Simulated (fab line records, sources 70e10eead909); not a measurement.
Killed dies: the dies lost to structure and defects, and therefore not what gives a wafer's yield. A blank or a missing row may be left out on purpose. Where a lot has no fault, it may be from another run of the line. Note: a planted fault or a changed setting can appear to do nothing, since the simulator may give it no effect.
Matching of chambers	flow nand harc	NHARC_P_GATE_DESCUM_93 on rie diel-13: 4 sister chambers
The step chemistry O2, time 3 s. 4 wafers are shown with their chamber, then 12 later ones without.

WAFERS WITH THEIR CHAMBER
wafer	chamber	drypump motor current A (A)
L086.1	1	6.1
L086.6	3	5.1
L087.1	2	6.1
L087.6	0	5.5

WAFERS WITHOUT THEIR CHAMBER
wafer	drypump motor current A (A)
L087.3	5.1
L087.4	6.1
L087.5	6.1
L088.1	5.6
L088.5	6.2
L088.6	6.1
L089.1	5.1
L089.4	5.6
L089.5	6.1
L097.1	6.1
L097.2	6.2
L097.3	5.1

WHICH CHAMBER EACH ONE RAN IN
wafer	from the rows above	in truth
L087.3	3	3
L087.4	can't be placed: 1 or 2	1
L087.5	can't be placed: 1 or 2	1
L088.1	0	0
L088.5	can't be placed: 1 or 2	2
L088.6	can't be placed: 1 or 2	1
L089.1	3	3
L089.4	0	0
L089.5	can't be placed: 1 or 2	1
L097.1	can't be placed: 1 or 2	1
L097.2	can't be placed: 1 or 2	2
L097.3	3	3
5 of 12 placed correctly. These rows do not allow placing 7 (true chamber among the candidates in 7). 0 placed wrongly.
How it was worked out, from the rows above alone: a wafer's distance from a chamber is the root of the sum, over the readings, of the square of ((its reading less the chamber's mean) divided by the reading's scatter). The wafer belongs to the nearest chamber; if the next one is less than 2 further off, it can't be placed. For every chamber, the mean is computed from those of its wafers that are shown. The scatter: with one shown wafer a chamber, the root of the mean of the squares of how far each hidden wafer lies from its nearest shown one.
